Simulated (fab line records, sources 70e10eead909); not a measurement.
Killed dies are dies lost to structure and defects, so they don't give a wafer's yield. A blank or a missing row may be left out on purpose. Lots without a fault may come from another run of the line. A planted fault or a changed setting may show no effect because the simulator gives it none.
Which tool did it? | flow nand_harc | 11 lots, 33 wafers sampled, at 4 steps of a route of 1302

WHAT THE GAUGES READ, wafer by wafer
The record holds no reading of a measuring or inspecting step that can be judged against a usual standard deviation.

WHICH TOOL RAN EACH LOT (tool, then ch and the chambers of the sampled wafers, then the start)
lot  | NHARC_A_SLIT_ETCH_17             | NHARC_A_SLIT_ETCH_26             | NHARC_A_WL_FILL_ALD_10           | NHARC_A_WL_FILL_STRIP_29
L217 | har_etch-02 ch 0,1, day 19 18:02 | har_etch-02 ch 0,1, day 19 21:40 | ald_hk-01 ch 0,2,3, day 20 12:46 | rie_diel-05 ch 0,1,2, day 20 17:31
L220 | har_etch-02 ch 0,1, day 21 02:16 | har_etch-02 ch 0,1, day 21 05:51 | ald_hk-04 ch 0,2,3, day 21 22:19 | rie_diel-06 ch 0,1,2, day 22 03:02
L222 | har_etch-01 ch 0,1, day 21 19:34 | har_etch-01 ch 0,1, day 21 21:28 | ald_hk-02 ch 0,1,2, day 22 13:19 | rie_diel-05 ch 1,2,3, day 22 17:02
L227 | har_etch-01 ch 0,1, day 23 22:47 | har_etch-01 ch 0,1, day 24 01:16 | ald_hk-04 ch 0,1,3, day 24 19:43 | rie_diel-06 ch 0,3, day 25 00:25
L226 | har_etch-02 ch 0,1, day 24 00:25 | har_etch-02 ch 0,1, day 24 04:05 | ald_hk-02 ch 1,2,3, day 24 19:43 | rie_diel-05 ch 0,1,3, day 25 00:25
L228 | har_etch-02 ch 0,1, day 24 18:47 | har_etch-02 ch 0,1, day 24 22:22 | ald_hk-04 ch 0,2,3, day 25 12:55 | rie_diel-02 ch 1,2, day 25 17:42
L233 | har_etch-01 ch 0,1, day 26 19:05 | har_etch-01 ch 0,1, day 26 22:41 | ald_hk-01 ch 0,1, day 27 19:51   | rie_diel-02 ch 2,3, day 28 02:47
L234 | har_etch-01 ch 0,1, day 27 07:56 | har_etch-01 ch 0,1, day 27 11:01 | ald_hk-01 ch 1,3, day 28 03:30   | rie_diel-02 ch 0,2,3, day 28 11:25
L236 | har_etch-01 ch 0,1, day 27 16:23 | har_etch-01 ch 0,1, day 27 20:00 | ald_hk-04 ch 1,2, day 28 14:05   | rie_diel-05 ch 1,2,3, day 28 18:18
L237 | har_etch-02 ch 0,1, day 28 16:16 | har_etch-02 ch 0,1, day 28 18:10 | ald_hk-04 ch 1,2, day 29 09:35   | rie_diel-06 ch 0,1,3, day 29 13:47
L239 | har_etch-02 ch 0,1, day 29 06:43 | har_etch-02 ch 0,1, day 29 09:14 | ald_hk-04 ch 1,2,3, day 30 01:47 | rie_diel-02 ch 2,3, day 30 05:30
- NHARC_A_SLIT_ETCH_17: etches the open film in C4F8/O2/Ar, time 4254.5 s, target depth 20300 nm.
- NHARC_A_SLIT_ETCH_26: etches the open film in C4F8/O2/Ar, time 90 s, target depth 400 nm.
- NHARC_A_WL_FILL_ALD_10: deposits SiO2, target thk 50 nm, pulse time 10 s, ald cycles 500.
- NHARC_A_WL_FILL_STRIP_29: strips in O2, time 20 s.

WHAT THE TOOLS THEMSELVES READ (means of the sampled wafers that have a number; where no wafer has one, the mark that the record gives instead)
NHARC_A_SLIT_ETCH_17. Usual: c4f8_flow_sccm 83.31 sccm, standard deviation 0.27; drypump_motor_current_A 6.3 A, standard deviation 0.37; mfc_ar_sccm 375.1 sccm, standard deviation 1.3; showerhead_plenum_p_Torr 3.68 Torr, standard deviation 0.12; throttle_valve_pct 32.045 %, standard deviation 0.01.
lot  | tool        | c4f8_flow_sccm (sccm) | drypump_motor_current_A (A) | mfc_ar_sccm (sccm) | showerhead_plenum_p_Torr (Torr) | throttle_valve_pct (%) | flag
L217 | har_etch-02 | 83.24                 | 6.5                         | 374.8              | 3.77                            | 32.052                 |
L220 | har_etch-02 | 83.43                 | 6.3                         | 375.6              | 3.83                            | 32.050                 |
L222 | har_etch-01 | 83.50                 | 6.3                         | 374.5              | 3.63                            | 32.040                 |
L227 | har_etch-01 | 82.98                 | 6.0                         | 376.7              | 3.60                            | 32.044                 |
L226 | har_etch-02 | 83.10                 | 6.5                         | 374.5              | 3.74                            | 32.042                 |
L228 | har_etch-02 | 83.03                 | 6.5                         | 375.4              | 3.73                            | 32.040                 |
L233 | har_etch-01 | 83.26                 | 6.3                         | 373.9              | 3.59                            | 32.041                 |
L234 | har_etch-01 | 83.31                 | 6.3                         | 376.3              | 3.59                            | 32.046                 |
L236 | har_etch-01 | 83.09                 | 6.3                         | 376.3              | 3.58                            | 32.046                 |
L237 | har_etch-02 | 83.15                 | 6.5                         | 374.2              | 3.70                            | 32.044                 |
L239 | har_etch-02 | 83.30                 | 6.3                         | 376.9              | 3.77                            | 32.049                 |

NHARC_A_SLIT_ETCH_26. Usual: c4f8_flow_sccm 41.72 sccm, standard deviation 0.12; drypump_motor_current_A 6.3 A, standard deviation 0.37; mfc_ar_sccm 374.9 sccm, standard deviation 1.1; showerhead_plenum_p_Torr 3.71 Torr, standard deviation 0.12; throttle_valve_pct 27.621 %, standard deviation 0.0083.
lot  | tool        | c4f8_flow_sccm (sccm) | drypump_motor_current_A (A) | mfc_ar_sccm (sccm) | showerhead_plenum_p_Torr (Torr) | throttle_valve_pct (%) | flag
L217 | har_etch-02 | 41.82                 | 6.5                         | 374.3              | 3.80                            | 27.627                 |
L220 | har_etch-02 | 41.64                 | 6.3                         | 373.6              | 3.87                            | 27.613                 |
L222 | har_etch-01 | 41.80                 | 6.3                         | 375.9              | 3.66                            | 27.617                 |
L227 | har_etch-01 | 41.73                 | 6.0                         | 375.3              | 3.63                            | 27.624                 |
L226 | har_etch-02 | 41.63                 | 6.5                         | 374.8              | 3.77                            | 27.619                 |
L228 | har_etch-02 | 41.58                 | 6.5                         | 374.0              | 3.76                            | 27.614                 |
L233 | har_etch-01 | 41.84                 | 6.2                         | 375.6              | 3.62                            | 27.622                 |
L234 | har_etch-01 | 41.76                 | 6.3                         | 374.5              | 3.62                            | 27.627                 |
L236 | har_etch-01 | 41.91                 | 6.3                         | 374.6              | 3.61                            | 27.619                 |
L237 | har_etch-02 | 41.66                 | 6.5                         | 375.0              | 3.73                            | 27.623                 |
L239 | har_etch-02 | 41.56                 | 6.3                         | 373.7              | 3.80                            | 27.621                 |

NHARC_A_WL_FILL_ALD_10. Usual: heater_power_w 467 W, standard deviation 40; precursor_pulse_height_rel 0.998, standard deviation 0.018.
lot  | tool      | heater_power_w (W) | precursor_pulse_height_rel | flag
L217 | ald_hk-01 | 472                | 0.994                      |
L220 | ald_hk-04 | 455                | 1.000                      |
L222 | ald_hk-02 | 446                | 0.975                      |
L227 | ald_hk-04 | 492                | 0.996                      |
L226 | ald_hk-02 | 438                | 0.988                      |
L228 | ald_hk-04 | 460                | 0.994                      |
L233 | ald_hk-01 | 474                | 0.987                      |
L234 | ald_hk-01 | 428                | 0.991                      |
L236 | ald_hk-04 | 467                | 0.994                      |
L237 | ald_hk-04 | 477                | 0.985                      |
L239 | ald_hk-04 | 464                | 1.003                      |

NHARC_A_WL_FILL_STRIP_29. Usual: drypump_motor_current_A 6.1 A, standard deviation 0.41; mfc_ar_sccm 0.009 sccm, standard deviation 0.011; oes_product_au 1.001 a.u., standard deviation 0.0095; rf_vpp_V 57.9 V, standard deviation 0.91; showerhead_plenum_p_Torr 3.53 Torr, standard deviation 0.13; throttle_valve_pct 17.035 %, standard deviation 0.0092.
lot  | tool        | drypump_motor_current_A (A) | mfc_ar_sccm (sccm) | oes_product_au (a.u.) | rf_vpp_V (V) | showerhead_plenum_p_Torr (Torr) | throttle_valve_pct (%) | flag
L217 | rie_diel-05 | 6.1                         | 0.018              | 1.004                 | 57.4         | 3.56                            | 17.037                 |
L220 | rie_diel-06 | 6.2                         | 0.012              | 1.006                 | 57.9         | 3.53                            | 17.036                 |
L222 | rie_diel-05 | 5.6                         | 0.004              | 1.002                 | 58.8         | 3.52                            | 17.029                 |
L227 | rie_diel-06 | 6.0                         | 0.009              | 0.988                 | 56.8         | 3.37                            | 17.030                 |
L226 | rie_diel-05 | 5.8                         | 0.013              | 1.000                 | 57.6         | 3.53                            | 17.035                 |
L228 | rie_diel-02 | 6.3                         | 0.005              | 1.016                 | 58.3         | 3.66                            | 17.028                 |
L233 | rie_diel-02 | 6.1                         | 0.012              | 1.010                 | 57.2         | 3.54                            | 17.041                 |
L234 | rie_diel-02 | 6.1                         | 0.007              | 1.003                 | 57.9         | 3.51                            | 17.028                 |
L236 | rie_diel-05 | 5.6                         | 0.004              | 1.001                 | 57.1         | 3.52                            | 17.028                 |
L237 | rie_diel-06 | 6.0                         | 0.006              | 1.009                 | 58.3         | 3.48                            | 17.041                 |
L239 | rie_diel-02 | 5.9                         | 0.009              | 0.998                 | 57.8         | 3.58                            | 17.029                 |

THE ANSWER, worked out from the rows above alone
Rule: a lot is off if the mean of its wafers that have a number lies more than 3 standard deviations from the usual mean. A lot without any number at a reading at which 4 lots or more have one is off too. The other lots that the step has rows for count as sound. The gauges are gone through in route order, then the tools' own readings, and for those a lot's mean is taken as printed above. The first step at which some lot is off is used, and at that step the reading that is off furthest; a lot without a number counts as furthest.
No lot is off at any reading shown: from this, nothing can be told.

WHAT THE SIMULATOR HAD PUT IN
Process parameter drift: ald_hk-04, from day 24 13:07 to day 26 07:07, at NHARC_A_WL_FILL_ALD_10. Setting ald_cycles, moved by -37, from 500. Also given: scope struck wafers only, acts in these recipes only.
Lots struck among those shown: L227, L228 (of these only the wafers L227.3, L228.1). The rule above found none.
